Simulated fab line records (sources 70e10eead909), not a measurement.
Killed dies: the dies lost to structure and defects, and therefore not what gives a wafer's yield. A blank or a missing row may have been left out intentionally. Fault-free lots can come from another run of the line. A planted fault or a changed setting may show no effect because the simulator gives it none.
The tool behind it: which one? || flow nand harc || 13 lots, 38 wafers sampled, at 6 steps of a route of 1302

== WHAT THE GAUGES SHOWED, per wafer ==
NHARC_A_ONON_D1_THK_MEAS_14: measures by ellipsometry.
{"lot": "L505", "measured": "day 7 23:05", "on": "film metro-02", "thk nm (nm)": "986 985 984"}
{"lot": "L506", "measured": "day 8 08:17", "on": "film metro-02", "thk nm (nm)": "1014 1014 1013"}
{"lot": "L507", "measured": "day 8 22:32", "on": "film metro-01", "thk nm (nm)": "997 998 1000"}
{"lot": "L508", "measured": "day 9 04:55", "on": "film metro-01", "thk nm (nm)": "998 998 997"}
{"lot": "L511", "measured": "day 10 16:25", "on": "film metro-02", "thk nm (nm)": "1012 1012 1013"}
{"lot": "L512", "measured": "day 11 05:52", "on": "film metro-01", "thk nm (nm)": "1002 1001 1003"}
{"lot": "L513", "measured": "day 11 05:55", "on": "film metro-02", "thk nm (nm)": "1012 1014 1014"}
{"lot": "L515", "measured": "day 12 05:56", "on": "film metro-02", "thk nm (nm)": "999 999 1000"}
{"lot": "L516", "measured": "day 12 13:07", "on": "film metro-01", "thk nm (nm)": "988 990"}
{"lot": "L523", "measured": "day 15 11:12", "on": "film metro-01", "thk nm (nm)": "992 990 990"}
{"lot": "L525", "measured": "day 16 00:28", "on": "film metro-02", "thk nm (nm)": "999 998 997"}
{"lot": "L526", "measured": "day 16 23:49", "on": "film metro-01", "thk nm (nm)": "996 997 995"}
{"lot": "L528", "measured": "day 17 12:16", "on": "film metro-02", "thk nm (nm)": "983 984 984"}

NHARC_A_ONON_D1_THK_MEAS_18: measures by ellipsometry.
{"lot": "L505", "measured": "day 8 06:30", "on": "film metro-02", "thk nm (nm)": "1005 1005 1005"}
{"lot": "L506", "measured": "day 8 16:20", "on": "film metro-02", "thk nm (nm)": "1011 1011 1011"}
{"lot": "L507", "measured": "day 9 07:10", "on": "film metro-02", "thk nm (nm)": "1001 1001 999"}
{"lot": "L508", "measured": "day 9 12:41", "on": "film metro-01", "thk nm (nm)": "1000 1000 996"}
{"lot": "L511", "measured": "day 11 00:01", "on": "film metro-02", "thk nm (nm)": "995 992 993"}
{"lot": "L512", "measured": "day 11 13:40", "on": "film metro-01", "thk nm (nm)": "1003 1004 1002"}
{"lot": "L513", "measured": "day 11 13:39", "on": "film metro-02", "thk nm (nm)": "1009 1009 1010"}
{"lot": "L515", "measured": "day 12 13:46", "on": "film metro-02", "thk nm (nm)": "891 985 983"}
{"lot": "L516", "measured": "day 12 20:54", "on": "film metro-02", "thk nm (nm)": "898 897"}
{"lot": "L523", "measured": "day 15 19:13", "on": "film metro-02", "thk nm (nm)": "999 1001 1000"}
{"lot": "L525", "measured": "day 16 08:14", "on": "film metro-01", "thk nm (nm)": "1012 1010 1011"}
{"lot": "L526", "measured": "day 17 09:30", "on": "film metro-01", "thk nm (nm)": "1005 1003 1004"}
{"lot": "L528", "measured": "day 17 20:20", "on": "film metro-02", "thk nm (nm)": "1015 1016 1016"}

NHARC_A_ONON_D1_INSPECT_32.
{"lot": "L505", "measured": "day 8 09:26", "on": "defect inspect-01", "raw defect count": "54 72 84"}
{"lot": "L506", "measured": "day 8 19:13", "on": "defect inspect-01", "raw defect count": "163 100 80"}
{"lot": "L507", "measured": "day 9 10:01", "on": "defect inspect-02", "raw defect count": "90 41 88"}
{"lot": "L508", "measured": "day 9 15:35", "on": "defect inspect-02", "raw defect count": "112 65 77"}
{"lot": "L511", "measured": "day 11 02:51", "on": "defect inspect-02", "raw defect count": "81 115 70"}
{"lot": "L512", "measured": "day 11 16:31", "on": "defect inspect-02", "raw defect count": "53 75 53"}
{"lot": "L513", "measured": "day 11 16:28", "on": "defect inspect-01", "raw defect count": "85 99 86"}
{"lot": "L515", "measured": "day 12 16:37", "on": "defect inspect-02", "raw defect count": "59 75 69"}
{"lot": "L516", "measured": "day 12 23:52", "on": "defect inspect-01", "raw defect count": "64 94"}
{"lot": "L523", "measured": "day 15 22:02", "on": "defect inspect-02", "raw defect count": "82 117 83"}
{"lot": "L525", "measured": "day 16 11:05", "on": "defect inspect-01", "raw defect count": "44 33 69"}
{"lot": "L526", "measured": "day 17 12:19", "on": "defect inspect-01", "raw defect count": "63 54 88"}
{"lot": "L528", "measured": "day 17 23:09", "on": "defect inspect-02", "raw defect count": "44 65 47"}

NHARC_END_SORT_01.
{"lot": "L506", "measured": "day 26 15:22", "on": "prober-01", "killed at array": "33 71 66", "killed at other": "1 0 2", "killed at periphery": "2 5 2", "killed dies": "36 76 70", "killed open": "1 2 2", "killed short": "1 4 2"}
{"lot": "L507", "measured": "day 26 14:17", "on": "prober-02", "killed at array": "15 17 21", "killed at other": "2 3 1", "killed at periphery": "8 14 14", "killed dies": "25 34 36", "killed open": "4 2 5", "killed short": "3 2 3"}
{"lot": "L511", "measured": "day 27 08:19", "on": "prober-01", "killed at array": "43 38 34", "killed at other": "2 0 2", "killed at periphery": "1 3 3", "killed dies": "46 41 39", "killed open": "5 4 3", "killed short": "4 5 3"}
{"lot": "L523", "measured": "day 32 18:35", "on": "prober-01", "killed at array": "40 51 45", "killed at other": "0 1 0", "killed at periphery": "9 4 8", "killed dies": "49 56 53", "killed open": "5 5 4", "killed short": "2 1 3"}
{"lot": "L525", "measured": "day 33 02:23", "on": "prober-01", "killed at array": "66 65 54", "killed at other": "0 0 0", "killed at periphery": "5 7 6", "killed dies": "71 72 60", "killed open": "5 1 4", "killed short": "4 4 4"}
{"lot": "L526", "measured": "day 33 08:17", "on": "prober-02", "killed at array": 66, "killed at other": 0, "killed at periphery": 3, "killed dies": 69, "killed open": 3, "killed short": 4}
{"lot": "L528", "measured": "day 34 08:35", "on": "prober-01", "killed at array": "55 53", "killed at other": "3 1", "killed at periphery": "2 2", "killed dies": "60 56", "killed open": "1 3", "killed short": "1 4"}

== EACH LOT AND THE TOOL THAT RAN IT (in order: tool; ch and the chambers of the sampled wafers; start) ==
{"lot": "L505", "NHARC_A_ZERO_WELL_ETCH_13": "rie si-01 ch 1,2,3, day 6 23:11", "NHARC_A_ONON_D1_DEP_16": "pecvd onon-03 ch 0, day 8 05:59"}
{"lot": "L506", "NHARC_A_ZERO_WELL_ETCH_13": "rie si-05 ch 2,3, day 7 08:19", "NHARC_A_ONON_D1_DEP_16": "pecvd onon-04 ch 0, day 8 15:53"}
{"lot": "L507", "NHARC_A_ZERO_WELL_ETCH_13": "rie si-05 ch 0,2,3, day 7 22:41", "NHARC_A_ONON_D1_DEP_16": "pecvd onon-02 ch 0, day 9 06:43"}
{"lot": "L508", "NHARC_A_ZERO_WELL_ETCH_13": "rie si-05 ch 1,2,3, day 8 02:47", "NHARC_A_ONON_D1_DEP_16": "pecvd onon-04 ch 0, day 9 12:14"}
{"lot": "L511", "NHARC_A_ZERO_WELL_ETCH_13": "rie si-05 ch 0,2, day 9 16:12", "NHARC_A_ONON_D1_DEP_16": "pecvd onon-04 ch 0, day 10 23:31"}
{"lot": "L512", "NHARC_A_ZERO_WELL_ETCH_13": "rie si-01 ch 1,2,3, day 10 05:54", "NHARC_A_ONON_D1_DEP_16": "pecvd onon-03 ch 0, day 11 13:09"}
{"lot": "L513", "NHARC_A_ZERO_WELL_ETCH_13": "rie si-05 ch 2,3, day 10 08:49", "NHARC_A_ONON_D1_DEP_16": "pecvd onon-04 ch 0, day 11 13:09"}
{"lot": "L515", "NHARC_A_ZERO_WELL_ETCH_13": "rie si-04 ch 0,2,3, day 11 05:03", "NHARC_A_ONON_D1_DEP_16": "pecvd onon-04 ch 0, day 12 13:14"}
{"lot": "L516", "NHARC_A_ZERO_WELL_ETCH_13": "rie si-05 ch 0,3, day 11 12:55", "NHARC_A_ONON_D1_DEP_16": "pecvd onon-04 ch 0, day 12 20:23"}
{"lot": "L523", "NHARC_A_ZERO_WELL_ETCH_13": "rie si-04 ch 0,1,3, day 14 09:23", "NHARC_A_ONON_D1_DEP_16": "pecvd onon-04 ch 0, day 15 18:46"}
{"lot": "L525", "NHARC_A_ZERO_WELL_ETCH_13": "rie si-04 ch 0,2,3, day 14 23:25", "NHARC_A_ONON_D1_DEP_16": "pecvd onon-04 ch 0, day 16 07:46"}
{"lot": "L526", "NHARC_A_ZERO_WELL_ETCH_13": "rie si-04 ch 0,1,2, day 15 23:45", "NHARC_A_ONON_D1_DEP_16": "pecvd onon-04 ch 0, day 17 08:59"}
{"lot": "L528", "NHARC_A_ZERO_WELL_ETCH_13": "rie si-04 ch 1,3, day 16 10:55", "NHARC_A_ONON_D1_DEP_16": "pecvd onon-04 ch 0, day 17 19:52"}
- NHARC_A_ZERO_WELL_ETCH_13: etches the open film in HBr/Cl2, target depth 120 nm, time 40.1 s.
- NHARC_A_ONON_D1_DEP_16: target thk 1000 nm.

== AS READ BY THE TOOLS THEMSELVES (means over the sampled wafers that have a number; for cases with no such wafer, the mark the record gives instead) ==
NHARC_A_ZERO_WELL_ETCH_13.
{"lot": "L505", "tool": "rie si-01", "drypump motor current A (A)": 5.6, "hbr flow sccm (sccm)": 150.2, "oes product au (a.u.)": 1.016, "rf fwd power W (W)": 394.2, "throttle valve pct (%)": 26.404}
{"lot": "L506", "tool": "rie si-05", "drypump motor current A (A)": 5.9, "hbr flow sccm (sccm)": 149.9, "oes product au (a.u.)": 1.003, "rf fwd power W (W)": 393.6, "throttle valve pct (%)": 26.409}
{"lot": "L507", "tool": "rie si-05", "drypump motor current A (A)": 6.1, "hbr flow sccm (sccm)": 150.2, "oes product au (a.u.)": 0.997, "rf fwd power W (W)": 393.0, "throttle valve pct (%)": 26.401}
{"lot": "L508", "tool": "rie si-05", "drypump motor current A (A)": 6.0, "hbr flow sccm (sccm)": 150.1, "oes product au (a.u.)": 0.993, "rf fwd power W (W)": 394.8, "throttle valve pct (%)": 26.406}
{"lot": "L511", "tool": "rie si-05", "drypump motor current A (A)": 6.2, "hbr flow sccm (sccm)": 150.2, "oes product au (a.u.)": 1.007, "rf fwd power W (W)": 396.0, "throttle valve pct (%)": 26.405}
{"lot": "L512", "tool": "rie si-01", "drypump motor current A (A)": 5.6, "hbr flow sccm (sccm)": 149.9, "oes product au (a.u.)": 0.999, "rf fwd power W (W)": 394.9, "throttle valve pct (%)": 26.404}
{"lot": "L513", "tool": "rie si-05", "drypump motor current A (A)": 6.0, "hbr flow sccm (sccm)": 149.9, "oes product au (a.u.)": 0.989, "rf fwd power W (W)": 392.5, "throttle valve pct (%)": 26.407}
{"lot": "L515", "tool": "rie si-04", "drypump motor current A (A)": 5.4, "hbr flow sccm (sccm)": 149.7, "oes product au (a.u.)": 0.995, "rf fwd power W (W)": 395.3, "throttle valve pct (%)": 26.408}
{"lot": "L516", "tool": "rie si-05", "drypump motor current A (A)": 5.9, "hbr flow sccm (sccm)": 150.2, "oes product au (a.u.)": 0.999, "rf fwd power W (W)": 394.6, "throttle valve pct (%)": 26.401}
{"lot": "L523", "tool": "rie si-04", "drypump motor current A (A)": 5.3, "hbr flow sccm (sccm)": 149.7, "oes product au (a.u.)": 1.000, "rf fwd power W (W)": 393.7, "throttle valve pct (%)": 26.407}
{"lot": "L525", "tool": "rie si-04", "drypump motor current A (A)": 5.4, "hbr flow sccm (sccm)": 149.8, "oes product au (a.u.)": 0.995, "rf fwd power W (W)": 395.4, "throttle valve pct (%)": 26.402}
{"lot": "L526", "tool": "rie si-04", "drypump motor current A (A)": 5.5, "hbr flow sccm (sccm)": 150.1, "oes product au (a.u.)": 1.001, "rf fwd power W (W)": 395.7, "throttle valve pct (%)": 26.413}
{"lot": "L528", "tool": "rie si-04", "drypump motor current A (A)": 5.3, "hbr flow sccm (sccm)": 150.0, "oes product au (a.u.)": 0.994, "rf fwd power W (W)": 396.3, "throttle valve pct (%)": 26.403}

== THE ANSWER, worked out from the rows above alone ==
Rule: what is usual is taken from the lots themselves. The widest of any qualifying gaps counts: lots, ordered by their means at a reading, are off when they make up no more than a third of the lots, leave a main group of 4 or more, and stand apart from it by 3 or more times the standard deviation of that group's means. If all means in a main group match to the digits the tables above print for the reading, that group is not used. Also off: a lot with no number at a reading for which 4 or more lots have one. Where the step has rows for the other lots, those lots are counted as sound. Order of review: gauges by route order, followed by the tools' own readings, for which a lot's mean as printed above is used. At the first step where some lot is off, the reading lying furthest off is the one used; lots without a number count as furthest.
Off, at NHARC_A_ONON_D1_THK_MEAS_18 on thk nm: L515, L516. The main group has a mean of 1005 nm with a standard deviation of 6.3.
If a tool, at a process step before that reading, ran all the lots that are off and no sound lot after the first of them, it fits. The gauges at NHARC_A_ONON_D1_THK_MEAS_18 are tried like those tools. Of those tried, none fits.

== WHAT WAS PUT IN BY THE SIMULATOR ==
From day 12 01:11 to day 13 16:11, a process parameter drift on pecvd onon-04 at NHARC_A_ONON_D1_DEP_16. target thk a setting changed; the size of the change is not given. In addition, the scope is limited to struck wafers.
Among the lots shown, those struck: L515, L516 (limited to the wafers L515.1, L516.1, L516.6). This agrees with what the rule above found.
